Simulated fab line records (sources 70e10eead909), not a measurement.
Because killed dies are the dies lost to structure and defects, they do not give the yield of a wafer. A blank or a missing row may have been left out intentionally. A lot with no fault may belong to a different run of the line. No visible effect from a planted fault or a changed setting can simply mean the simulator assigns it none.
Matching of chambers    flow nand harc    rie diel-02 running NHARC_P_M2_ETCH_28: 4 sister chambers
The step etches the open film in CF4/N2, target depth 30 nm, time 72.99 s. 14 wafers are shown with their chamber, then 6 later ones without.

== EACH WAFER AND ITS CHAMBER ==
wafer   chamber  showerhead plenum p Torr (Torr)  drypump motor current A (A)  throttle valve pct (%)
L122.1  0        2.74                             5.3                          19.785
L122.5  1        2.67                             5.7                          19.793
L122.6  2        2.73                             4.9                          19.799
L123.1  0        2.74                             5.3                          19.786
L123.4  2        2.73                             4.9                          19.794
L123.5  2        2.74                             4.9                          19.805
L126.1  1        2.67                             5.7                          19.787
L126.3  3        2.73                             5.3                          19.812
L126.6  1        2.67                             5.7                          19.781
L127.3  0        2.74                             5.2                          19.792
L127.4  2        2.73                             4.9                          19.808
L127.5  0        2.74                             5.2                          19.788
L131.1  0        2.74                             5.3                          19.792
L131.2  2        2.73                             4.9                          19.794

SIGNATURES, as means of the wafers listed above
reading                   chamber 0  chamber 1  chamber 2  chamber 3  scatter within a chamber
showerhead plenum p Torr  2.7400     2.6700     2.7320     2.7300     0.00283
drypump motor current A   5.260      5.700      4.900      5.300      0.0346
throttle valve pct        19.78860   19.78700   19.80000   19.81200   0.00526
Rule: distance of a wafer from a chamber = root of the sum over the readings of ((wafer's reading minus chamber's mean) / reading's scatter) squared. The wafer belongs to the nearest chamber; if the next one is less than 2 further off, it can't be placed. The scatter: take each reading less its chamber's mean, square it, sum over the shown wafers, divide by the number of wafers less the number of chambers, and take the root.

== WAFERS WITHOUT THEIR CHAMBER ==
wafer   showerhead plenum p Torr (Torr)  drypump motor current A (A)  throttle valve pct (%)
L131.6  2.73                             4.8                          19.778
L132.1  2.74                             5.2                          19.797
L132.5  2.74                             5.2                          19.774
L132.6  2.73                             4.9                          19.788
L138.2  2.73                             4.9                          19.788
L138.4  2.66                             5.7                          19.803

== WHICH CHAMBER EACH ONE RAN IN ==
wafer   from the rows above  in truth
L131.6  2                    2
L132.1  0                    0
L132.5  0                    0
L132.6  2                    2
L138.2  2                    2
L138.4  1                    1
Placed correctly: 6 of 6. Can't be placed from these rows: 0. Number placed wrongly: 0.
